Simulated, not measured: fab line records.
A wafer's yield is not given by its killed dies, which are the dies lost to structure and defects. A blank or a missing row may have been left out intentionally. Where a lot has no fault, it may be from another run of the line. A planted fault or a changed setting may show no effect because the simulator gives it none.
Which tool is to blame? + flow n5-finfet + 12 lots with 33 wafers sampled at 5 steps, on a route of 1938 steps

## WHAT THE GAUGES SHOWED, per wafer
Not one reading of a measure or inspect step in the record can be checked against a usual standard deviation.

## TOOL THAT RAN EACH LOT (tool first, then ch and the chambers of the sampled wafers, then the start)
| lot  | N5_BEOL_M8_ANNEAL_51             | N5_BEOL_M9_STRIP_19                | N5_BEOL_M9_COAT_75                | N5_BEOL_M9_ETCH_76                 | N5_PASSIVATION_PROBE_49 |
|------|----------------------------------|------------------------------------|-----------------------------------|------------------------------------|-------------------------|
| L149 | rtp-anneal-02 ch 0, day 9 18:14  | rie-diel-04 ch 1,2,3, day 9 21:50  | litho-track-04 ch 0, day 9 21:57  | rie-diel-04 ch 1,2, day 9 22:22    | -                       |
| L153 | rtp-anneal-02 ch 0, day 10 14:56 | rie-diel-02 ch 0,1, day 10 17:47   | litho-track-04 ch 0, day 10 17:56 | rie-diel-06 ch 0,1,3, day 10 18:41 | -                       |
| L156 | rtp-anneal-01 ch 0, day 11 03:35 | rie-diel-06 ch 1,2,3, day 11 06:14 | litho-track-04 ch 0, day 11 09:08 | rie-diel-02 ch 0,1, day 11 09:41   | -                       |
| L157 | rtp-anneal-01 ch 0, day 11 11:50 | rie-diel-02 ch 0,3, day 11 15:43   | litho-track-02 ch 0, day 11 18:05 | rie-diel-02 ch 0,1,3, day 11 18:29 | -                       |
| L158 | rtp-anneal-01 ch 0, day 11 19:53 | rie-diel-04 ch 2,3, day 12 01:26   | litho-track-04 ch 0, day 12 02:53 | rie-diel-02 ch 0,3, day 12 03:26   | -                       |
| L160 | rtp-anneal-02 ch 0, day 12 21:16 | rie-diel-06 ch 1,2, day 13 00:57   | litho-track-02 ch 0, day 13 02:01 | rie-diel-04 ch 1,2,3, day 13 03:01 | prober-01, day 15 09:27 |
| L161 | rtp-anneal-01 ch 0, day 13 01:58 | rie-diel-02 ch 0,3, day 13 04:31   | litho-track-02 ch 0, day 13 05:43 | rie-diel-02 ch 0,1, day 13 06:11   | -                       |
| L162 | rtp-anneal-02 ch 0, day 13 11:17 | rie-diel-04 ch 1,3, day 13 15:00   | litho-track-03 ch 0, day 13 17:27 | rie-diel-06 ch 0,2, day 13 18:00   | -                       |
| L165 | rtp-anneal-02 ch 0, day 13 15:26 | rie-diel-06 ch 0,3, day 13 19:38   | litho-track-03 ch 0, day 13 21:22 | rie-diel-06 ch 2,3, day 13 21:47   | -                       |
| L164 | rtp-anneal-02 ch 0, day 14 08:07 | rie-diel-04 ch 3, day 14 13:00     | litho-track-02 ch 0, day 14 16:40 | rie-diel-04 ch 1, day 14 17:05     | prober-02, day 17 11:07 |
| L170 | rtp-anneal-02 ch 0, day 15 20:47 | rie-diel-06 ch 0,1,3, day 16 00:28 | litho-track-03 ch 0, day 16 02:26 | rie-diel-06 ch 0,1, day 16 03:18   | -                       |
| L168 | rtp-anneal-01 ch 0, day 15 20:53 | rie-diel-04 ch 1,2,3, day 16 00:38 | litho-track-04 ch 0, day 16 02:26 | rie-diel-06 ch 0,2, day 16 02:52   | -                       |
- N5_BEOL_M8_ANNEAL_51: time 90 s.
- N5_BEOL_M9_STRIP_19: strips in O2.
- N5_BEOL_M9_COAT_75: time 60 s, resist thk 5 nm.
- N5_BEOL_M9_ETCH_76: etches underlayer in N2/H2, target depth 6.5 nm, time 5.2 s.
- N5_PASSIVATION_PROBE_49

## AS READ BY THE TOOLS THEMSELVES (means over the sampled wafers that have a number; for cases with no such wafer, the mark the record gives instead)
N5_BEOL_M8_ANNEAL_51.
| lot  | tool          | wafer_temp_C_max |
|------|---------------|------------------|
| L149 | rtp-anneal-02 | 225.73           |
| L153 | rtp-anneal-02 | 225.81           |
| L156 | rtp-anneal-01 | 225.87           |
| L157 | rtp-anneal-01 | 225.73           |
| L158 | rtp-anneal-01 | 225.89           |
| L160 | rtp-anneal-02 | 225.75           |
| L161 | rtp-anneal-01 | 225.87           |
| L162 | rtp-anneal-02 | 225.67           |
| L165 | rtp-anneal-02 | 225.56           |
| L164 | rtp-anneal-02 | 225.47           |
| L170 | rtp-anneal-02 | 225.74           |
| L168 | rtp-anneal-01 | 225.70           |

N5_BEOL_M9_STRIP_19.
| lot  | tool        | drypump-motor-current-A (A) | oes-product-au (a.u.) | rf-vpp-V (V) | showerhead-plenum-p-Torr (Torr) | throttle-valve-pct (%) |
|------|-------------|-----------------------------|-----------------------|--------------|---------------------------------|------------------------|
| L149 | rie-diel-04 | 5.5                         | 0.80                  | 2.6          | 2.13                            | 16.73                  |
| L153 | rie-diel-02 | 5.6                         | 0.75                  | 3.8          | 2.09                            | 16.73                  |
| L156 | rie-diel-06 | 5.9                         | 0.79                  | 4.3          | 2.11                            | 16.81                  |
| L157 | rie-diel-02 | 5.1                         | 0.72                  | 3.2          | 2.14                            | 16.72                  |
| L158 | rie-diel-04 | 5.1                         | 0.82                  | 3.4          | 2.07                            | 16.78                  |
| L160 | rie-diel-06 | 5.7                         | 0.73                  | 3.9          | 2.12                            | 17.05                  |
| L161 | rie-diel-02 | 5.2                         | 0.70                  | 3.6          | 2.10                            | 16.87                  |
| L162 | rie-diel-04 | 5.8                         | 0.74                  | 3.8          | 2.17                            | 16.75                  |
| L165 | rie-diel-06 | 5.6                         | 0.89                  | 3.6          | 2.04                            | 16.27                  |
| L164 | rie-diel-04 | 5.3                         | 0.78                  | 4.4          | 2.14                            | 16.77                  |
| L170 | rie-diel-06 | 5.6                         | 0.81                  | 4.0          | 2.08                            | 16.52                  |
| L168 | rie-diel-04 | 5.5                         | 0.76                  | 4.1          | 2.11                            | 16.82                  |

N5_BEOL_M9_COAT_75.
| lot  | tool           | heater-power-total-W (W) | run-length-s (s) |
|------|----------------|--------------------------|------------------|
| L149 | litho-track-04 | 390.3                    | 66.08            |
| L153 | litho-track-04 | 389.7                    | 66.19            |
| L156 | litho-track-04 | 392.5                    | 66.26            |
| L157 | litho-track-02 | 392.5                    | 66.28            |
| L158 | litho-track-04 | 392.0                    | 66.20            |
| L160 | litho-track-02 | 392.4                    | 66.38            |
| L161 | litho-track-02 | 511.2                    | 45.04            |
| L162 | litho-track-03 | 390.3                    | 66.35            |
| L165 | litho-track-03 | 391.4                    | 66.33            |
| L164 | litho-track-02 | 511.1                    | 45.14            |
| L170 | litho-track-03 | 390.4                    | 66.53            |
| L168 | litho-track-04 | 391.4                    | 66.11            |

N5_BEOL_M9_ETCH_76.
| lot  | tool        | drypump-motor-current-A (A) | etch-rf-on-time-s (s) | oes-product-au (a.u.) | rf-vpp-V (V) | showerhead-plenum-p-Torr (Torr) | throttle-valve-pct (%) |
|------|-------------|-----------------------------|-----------------------|-----------------------|--------------|---------------------------------|------------------------|
| L149 | rie-diel-04 | 5.4                         | 5.11                  | 0.70                  | 524.1        | 2.51                            | 17.91                  |
| L153 | rie-diel-06 | 5.6                         | 5.11                  | 0.67                  | 523.3        | 2.55                            | 17.87                  |
| L156 | rie-diel-02 | 5.6                         | 5.38                  | 0.62                  | 524.4        | 2.54                            | 18.06                  |
| L157 | rie-diel-02 | 5.3                         | 5.34                  | 0.61                  | 522.3        | 2.57                            | 18.04                  |
| L158 | rie-diel-02 | 5.1                         | 5.35                  | 0.61                  | 523.2        | 2.60                            | 18.01                  |
| L160 | rie-diel-04 | 5.5                         | 5.18                  | 0.66                  | 524.0        | 2.55                            | 17.88                  |
| L161 | rie-diel-02 | 5.6                         | 5.35                  | 0.62                  | 523.9        | 2.53                            | 18.08                  |
| L162 | rie-diel-06 | 5.5                         | 5.24                  | 0.67                  | 523.2        | 2.51                            | 17.95                  |
| L165 | rie-diel-06 | 6.0                         | 5.08                  | 0.68                  | 522.8        | 2.51                            | 18.05                  |
| L164 | rie-diel-04 | 6.2                         | 5.17                  | 0.62                  | 525.1        | 2.63                            | 17.93                  |
| L170 | rie-diel-06 | 5.3                         | 5.14                  | 0.66                  | 523.9        | 2.57                            | 17.88                  |
| L168 | rie-diel-06 | 5.2                         | 5.31                  | 0.70                  | 521.5        | 2.50                            | 17.65                  |

N5_PASSIVATION_PROBE_49.
| lot  | tool      | killed_at_M0_to_M3 | killed_at_M4_up | killed-at-contacts | killed-at-front-end | killed-at-other | killed-dies | killed-open | killed-short |
|------|-----------|--------------------|-----------------|--------------------|---------------------|-----------------|-------------|-------------|--------------|
| L160 | prober-01 | 24                 | 27              | 17                 | 31                  | 5.0             | 104         | 72          | 26           |
| L164 | prober-02 | 32                 | 9               | 12                 | 171                 | 0.0             | 224         | 41          | 37           |

## THE ANSWER, worked out from the rows above alone
Rule: usual is defined by the lots themselves. Put in order of their means at a reading, lots are off if they are a third of the lots or fewer, leave a main group of 4 or more, and stand apart from it by a gap of 3 or more times the standard deviation of the main group's means; of several such gaps the widest counts. Not used: any main group whose means are identical at the precision the tables above print for the reading. A lot without any number at a reading at which 4 lots or more have one is off too. Where the step has rows for the other lots, those lots are counted as sound. The gauges are gone through in route order, then the tools' own readings, and for those a lot's mean is taken as printed above. At the first step where some lot is off, the reading lying furthest off is the one used; lots without a number count as furthest.
Off, at N5_BEOL_M9_COAT_75 on run-length-s: L161, L164. For the main group the mean is 66.27 s and the standard deviation 0.13.
If a tool, at that step or one of the process steps before it, ran each lot that is off and ran no sound lot following the first of them, it fits. One fits: litho-track-02 at N5_BEOL_M9_COAT_75. A fault onset in the window from L160 (day 13 02:01, its last sound lot) to L161 (day 13 05:43, its first lot off) fits.
The tool's own readings at N5_BEOL_M9_COAT_75 bear it out: on the lots that are off they differ by more than 5 times the standard deviation of the sound lots' means. heater-power-total-W reads 511.1 W there against 391.3 W on the sound lots; run-length-s reads 45.09 s there against 66.27 s on the sound lots.

## WHAT THE SIMULATOR HAD PUT IN
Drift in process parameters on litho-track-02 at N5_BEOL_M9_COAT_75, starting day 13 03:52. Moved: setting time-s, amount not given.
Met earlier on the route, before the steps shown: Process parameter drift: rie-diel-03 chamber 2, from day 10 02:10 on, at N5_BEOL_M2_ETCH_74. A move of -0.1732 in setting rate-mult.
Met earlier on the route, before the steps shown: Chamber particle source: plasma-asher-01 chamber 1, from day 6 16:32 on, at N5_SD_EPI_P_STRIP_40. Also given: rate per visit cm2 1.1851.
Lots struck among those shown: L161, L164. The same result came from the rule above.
